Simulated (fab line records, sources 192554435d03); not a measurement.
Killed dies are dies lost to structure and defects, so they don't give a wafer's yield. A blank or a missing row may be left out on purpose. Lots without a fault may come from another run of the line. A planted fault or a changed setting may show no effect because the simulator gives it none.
Which tool did it? | flow n5_finfet | 23 lots, 69 wafers sampled, at 4 steps of a route of 1938

WHAT THE GAUGES READ, wafer by wafer
N5_BEOL_M1_CD_MEAS_18: pitch 36 nm, target cd 18 nm. Usual: cd_nm 17.93 nm, standard deviation 0.28.
lot  | measured     | on        | cd_nm (nm)        | flag
L074 | day 6 03:38  | cd_sem-02 | 17.89 18.14 18.17 |
L075 | day 6 07:50  | cd_sem-01 | 18.06 17.68 17.55 |
L076 | day 6 12:50  | cd_sem-02 | 17.52 18.33 18.53 |
L077 | day 6 20:35  | cd_sem-02 | 17.96 18.04 17.73 |
L078 | day 7 01:40  | cd_sem-02 | 18.43 17.74 17.95 |
L080 | day 7 09:59  | cd_sem-02 | 17.94 18.22 17.95 |
L079 | day 7 17:13  | cd_sem-01 | 18.28 17.78 17.98 |
L081 | day 7 20:55  | cd_sem-01 | 17.95 18.13 18.43 |
L082 | day 8 07:22  | cd_sem-03 | 17.98 18.40 17.65 |
L083 | day 8 11:44  | cd_sem-02 | 17.86 17.76 17.53 |
L084 | day 8 17:57  | cd_sem-03 | 17.71 18.07 18.06 |
L085 | day 8 23:30  | cd_sem-01 | 17.29 17.24 17.57 |
L086 | day 9 06:01  | cd_sem-03 | 18.20 18.09 17.62 |
L087 | day 9 10:35  | cd_sem-03 | 17.99 17.92 18.02 |
L088 | day 9 21:03  | cd_sem-01 | 18.38 17.61 17.37 |
L090 | day 10 01:55 | cd_sem-02 | 18.19 18.06 17.95 |
L091 | day 10 13:52 | cd_sem-03 | 17.62 17.89 17.76 |
L092 | day 10 17:11 | cd_sem-03 | 17.89 17.80 18.01 |
L093 | day 10 18:45 | cd_sem-03 | 18.23 17.99 18.49 |
L094 | day 10 22:39 | cd_sem-03 | 17.94 18.14 17.72 |
L095 | day 11 05:13 | cd_sem-01 | 18.19 18.14 18.23 |
L096 | day 11 17:48 | cd_sem-03 | 17.87 17.85 17.99 |
L097 | day 11 19:38 | cd_sem-01 | 17.60 17.67 17.84 |

N5_BEOL_M1_CD_MEAS_28: target cd y 23.3 nm. Usual: cd_nm 23.92 nm, standard deviation 0.22.
lot  | measured     | on        | cd_nm (nm)        | flag
L074 | day 6 04:05  | cd_sem-03 | 23.89 24.39 24.34 |
L075 | day 6 08:10  | cd_sem-01 | 23.44 23.35 24.21 |
L076 | day 6 13:09  | cd_sem-01 | 24.01 23.79 24.01 |
L077 | day 6 20:55  | cd_sem-01 | 23.94 23.91 23.99 |
L078 | day 7 01:59  | cd_sem-03 | 24.03 23.98 23.71 |
L080 | day 7 10:26  | cd_sem-01 | 24.19 23.96 23.58 |
L079 | day 7 17:32  | cd_sem-02 | 23.62 23.84 24.06 |
L081 | day 7 21:14  | cd_sem-03 | 23.93 23.56 23.92 |
L082 | day 8 07:41  | cd_sem-01 | 23.67 23.65 24.11 |
L083 | day 8 12:11  | cd_sem-02 | 23.93 24.07 24.21 |
L084 | day 8 18:16  | cd_sem-03 | 23.90 24.09 24.17 |
L085 | day 8 23:56  | cd_sem-03 | 23.73 23.82 24.01 |
L086 | day 9 06:28  | cd_sem-01 | 24.00 24.06 24.36 |
L087 | day 9 10:54  | cd_sem-03 | 23.93 24.15 24.09 |
L088 | day 9 21:25  | cd_sem-03 | 23.68 23.97 23.84 |
L090 | day 10 02:24 | cd_sem-01 | 23.79 23.85 24.00 |
L091 | day 10 14:11 | cd_sem-03 | 23.85 23.67 23.75 |
L092 | day 10 17:38 | cd_sem-03 | 23.87 23.80 24.19 |
L093 | day 10 19:04 | cd_sem-01 | 23.62 23.88 24.31 |
L094 | day 10 22:58 | cd_sem-01 | 24.37 23.94 24.20 |
L095 | day 11 05:32 | cd_sem-03 | 23.79 24.11 23.97 |
L096 | day 11 18:07 | cd_sem-01 | 23.93 23.83 23.54 |
L097 | day 11 19:58 | cd_sem-01 | 23.79 24.08 24.05 |

WHICH TOOL RAN EACH LOT (tool, then ch and the chambers of the sampled wafers, then the start)
lot  | N5_BEOL_M0_CUTY_ETCH_62            | N5_BEOL_M0_STRIP_140
L074 | rie_diel-04 ch 1,2,3, day 5 18:21  | rie_diel-05 ch 0,2, day 5 20:48
L075 | rie_diel-04 ch 0,1,3, day 6 01:05  | rie_diel-03 ch 0,1, day 6 01:50
L076 | rie_diel-03 ch 2,3, day 6 05:25    | rie_diel-03 ch 0,2,3, day 6 05:59
L077 | rie_diel-05 ch 0,1,3, day 6 13:32  | rie_diel-05 ch 0,1,3, day 6 15:11
L078 | rie_diel-04 ch 0,1,2, day 6 15:30  | rie_diel-05 ch 0,1,2, day 6 16:03
L080 | rie_diel-03 ch 0,3, day 7 01:12    | rie_diel-04 ch 1,2, day 7 04:02
L079 | rie_diel-05 ch 1,2,3, day 7 07:18  | rie_diel-03 ch 0,3, day 7 08:16
L081 | rie_diel-05 ch 0,1,2, day 7 13:30  | rie_diel-04 ch 0,1,3, day 7 15:28
L082 | rie_diel-05 ch 0,3, day 7 23:07    | rie_diel-05 ch 0,1,2, day 8 00:17
L083 | rie_diel-05 ch 0,3, day 8 01:58    | rie_diel-05 ch 1,2, day 8 03:20
L084 | rie_diel-05 ch 2,3, day 8 06:12    | rie_diel-05 ch 2,3, day 8 10:43
L085 | rie_diel-04 ch 1,2,3, day 8 18:08  | rie_diel-04 ch 1,2, day 8 18:37
L086 | rie_diel-03 ch 0,3, day 8 20:47    | rie_diel-04 ch 0,1, day 8 21:26
L087 | rie_diel-03 ch 0,2,3, day 9 00:59  | rie_diel-05 ch 2, day 9 04:42
L088 | rie_diel-04 ch 1,2, day 9 11:02    | rie_diel-05 ch 0,1, day 9 13:22
L090 | rie_diel-04 ch 0,2,3, day 9 16:26  | rie_diel-03 ch 1,2,3, day 9 17:10
L091 | rie_diel-03 ch 0,1,3, day 10 05:10 | rie_diel-05 ch 0,3, day 10 08:12
L092 | rie_diel-05 ch 1,3, day 10 08:25   | rie_diel-04 ch 2,3, day 10 12:02
L093 | rie_diel-04 ch 1,2, day 10 08:55   | rie_diel-05 ch 1,2, day 10 12:17
L094 | rie_diel-05 ch 0,2,3, day 10 15:30 | rie_diel-04 ch 0,1,2, day 10 16:58
L095 | rie_diel-03 ch 0,1,2, day 10 19:06 | rie_diel-03 ch 0,1,3, day 10 21:20
L096 | rie_diel-04 ch 0,1,3, day 11 07:40 | rie_diel-03 ch 0,3, day 11 09:40
L097 | rie_diel-03 ch 0,1, day 11 10:59   | rie_diel-05 ch 0,1,3, day 11 13:32
- N5_BEOL_M0_CUTY_ETCH_62: etches SiARC in CF4, time 58.5 s.
- N5_BEOL_M0_STRIP_140: strips in CF4.

WHAT THE TOOLS THEMSELVES READ (means of the sampled wafers that have a number; where no wafer has one, the mark that the record gives instead)
N5_BEOL_M0_CUTY_ETCH_62. Usual: drypump_motor_current_A 6.0 A, standard deviation 0.37; etch_rf_on_time_s 58.4 s, standard deviation 0.92; mfc_ar_sccm 100.0 sccm, standard deviation 0.32; oes_product_au 0.68 a.u., standard deviation 0.081; rf_vpp_V 183.9 V, standard deviation 1.2; showerhead_plenum_p_Torr 2.14 Torr, standard deviation 0.054; throttle_valve_pct 15.64 %, standard deviation 0.3.
lot  | tool        | drypump_motor_current_A (A) | etch_rf_on_time_s (s) | mfc_ar_sccm (sccm) | oes_product_au (a.u.) | rf_vpp_V (V) | showerhead_plenum_p_Torr (Torr) | throttle_valve_pct (%) | flag
L074 | rie_diel-04 | 5.9                         | 58.4                  | 99.6               | 0.60                  | 184.0        | 2.10                            | 15.77                  |
L075 | rie_diel-04 | 5.9                         | 58.8                  | 99.9               | 0.59                  | 183.5        | 2.12                            | 15.76                  |
L076 | rie_diel-03 | 6.1                         | 58.9                  | 100.2              | 0.67                  | 184.8        | 2.18                            | 15.67                  |
L077 | rie_diel-05 | 6.1                         | 59.2                  | 100.2              | 0.65                  | 184.0        | 2.14                            | 15.73                  |
L078 | rie_diel-04 | 5.6                         | 59.6                  | 99.9               | 0.59                  | 184.5        | 2.15                            | 15.66                  |
L080 | rie_diel-03 | 6.1                         | 58.3                  | 99.9               | 0.71                  | 184.4        | 2.17                            | 15.54                  |
L079 | rie_diel-05 | 6.2                         | 59.2                  | 99.8               | 0.63                  | 184.6        | 2.13                            | 15.78                  |
L081 | rie_diel-05 | 6.2                         | 57.7                  | 100.1              | 0.67                  | 183.5        | 2.09                            | 15.53                  |
L082 | rie_diel-05 | 6.1                         | 58.6                  | 99.9               | 0.68                  | 184.8        | 2.12                            | 15.52                  |
L083 | rie_diel-05 | 6.1                         | 58.9                  | 100.2              | 0.65                  | 184.6        | 2.17                            | 15.77                  |
L084 | rie_diel-05 | 6.3                         | 57.8                  | 99.8               | 0.67                  | 183.7        | 2.13                            | 15.58                  |
L085 | rie_diel-04 | 5.9                         | 57.8                  | 99.9               | 0.67                  | 183.7        | 2.09                            | 15.65                  |
L086 | rie_diel-03 | 6.1                         | 57.7                  | 100.2              | 0.70                  | 183.2        | 2.16                            | 15.59                  |
L087 | rie_diel-03 | 5.8                         | 58.7                  | 99.9               | 0.66                  | 185.0        | 2.17                            | 15.83                  |
L088 | rie_diel-04 | 5.6                         | 57.8                  | 100.4              | 0.73                  | 184.2        | 2.12                            | 15.37                  |
L090 | rie_diel-04 | 5.7                         | 56.9                  | 100.2              | 0.83                  | 184.1        | 2.19                            | 15.34                  |
L091 | rie_diel-03 | 6.2                         | 58.2                  | 100.3              | 0.71                  | 184.1        | 2.14                            | 15.68                  |
L092 | rie_diel-05 | 6.2                         | 58.8                  | 100.0              | 0.66                  | 183.4        | 2.17                            | 15.88                  |
L093 | rie_diel-04 | 5.5                         | 58.3                  | 99.8               | 0.72                  | 183.7        | 2.11                            | 15.38                  |
L094 | rie_diel-05 | 6.2                         | 58.7                  | 99.9               | 0.65                  | 183.8        | 2.12                            | 15.60                  |
L095 | rie_diel-03 | 5.9                         | 58.2                  | 100.2              | 0.68                  | 183.6        | 2.15                            | 15.92                  |
L096 | rie_diel-04 | 5.9                         | 58.2                  | 99.9               | 0.72                  | 184.6        | 2.19                            | 15.51                  |
L097 | rie_diel-03 | 6.3                         | 57.9                  | 100.2              | 0.73                  | 183.7        | 2.11                            | 15.77                  |

N5_BEOL_M0_STRIP_140. Usual: drypump_motor_current_A 6.1 A, standard deviation 0.35; oes_product_au 0.79 a.u., standard deviation 0.089; rf_vpp_V 271.0 V, standard deviation 1.6; showerhead_plenum_p_Torr 1.79 Torr, standard deviation 0.047; throttle_valve_pct 13.6 %, standard deviation 0.32.
lot  | tool        | drypump_motor_current_A (A) | oes_product_au (a.u.) | rf_vpp_V (V) | showerhead_plenum_p_Torr (Torr) | throttle_valve_pct (%) | flag
L074 | rie_diel-05 | 6.1                         | 0.85                  | 270.9        | 1.75                            | 13.2                   |
L075 | rie_diel-03 | 6.2                         | 0.74                  | 270.3        | 1.79                            | 14.0                   |
L076 | rie_diel-03 | 5.8                         | 0.79                  | 271.8        | 1.83                            | 13.7                   |
L077 | rie_diel-05 | 6.2                         | 0.75                  | 270.6        | 1.79                            | 13.7                   |
L078 | rie_diel-05 | 6.2                         | 0.78                  | 269.0        | 1.75                            | 13.5                   |
L080 | rie_diel-04 | 5.5                         | 0.69                  | 269.7        | 1.78                            | 13.7                   |
L079 | rie_diel-03 | 6.0                         | 0.83                  | 272.7        | 1.82                            | 13.6                   |
L081 | rie_diel-04 | 5.9                         | 0.68                  | 270.2        | 1.77                            | 13.8                   |
L082 | rie_diel-05 | 6.2                         | 0.77                  | 270.6        | 1.75                            | 13.5                   |
L083 | rie_diel-05 | 6.2                         | 0.72                  | 271.1        | 1.76                            | 13.8                   |
L084 | rie_diel-05 | 6.3                         | 0.73                  | 271.1        | 1.82                            | 13.8                   |
L085 | rie_diel-04 | 5.6                         | 0.86                  | 271.3        | 1.78                            | 13.4                   |
L086 | rie_diel-04 | 5.6                         | 0.90                  | 272.2        | 1.82                            | 13.3                   |
L087 | rie_diel-05 | 6.3                         | 0.79                  | 269.0        | 1.75                            | 13.4                   |
L088 | rie_diel-05 | 6.1                         | 0.88                  | 270.8        | 1.75                            | 13.3                   |
L090 | rie_diel-03 | 6.1                         | 0.78                  | 271.9        | 1.80                            | 13.8                   |
L091 | rie_diel-05 | 6.1                         | 0.74                  | 271.1        | 1.81                            | 13.8                   |
L092 | rie_diel-04 | 6.0                         | 0.91                  | 273.3        | 1.85                            | 13.4                   |
L093 | rie_diel-05 | 6.3                         | 0.82                  | 269.0        | 1.75                            | 13.4                   |
L094 | rie_diel-04 | 5.6                         | 0.82                  | 271.5        | 1.79                            | 13.4                   |
L095 | rie_diel-03 | 6.2                         | 0.82                  | 270.8        | 1.79                            | 13.6                   |
L096 | rie_diel-03 | 5.9                         | 0.79                  | 271.2        | 1.81                            | 13.7                   |
L097 | rie_diel-05 | 6.2                         | 0.78                  | 272.0        | 1.77                            | 13.6                   |

THE ANSWER, worked out from the rows above alone
Rule: a lot is off if the mean of its wafers that have a number lies more than 3 standard deviations from the usual mean. A lot without any number at a reading at which 4 lots or more have one is off too. The other lots that the step has rows for count as sound. The gauges are gone through in route order, then the tools' own readings, and for those a lot's mean is taken as printed above. The first step at which some lot is off is used, and at that step the reading that is off furthest; a lot without a number counts as furthest.
No lot is off at any reading shown: from this, nothing can be told.

WHAT THE SIMULATOR HAD PUT IN
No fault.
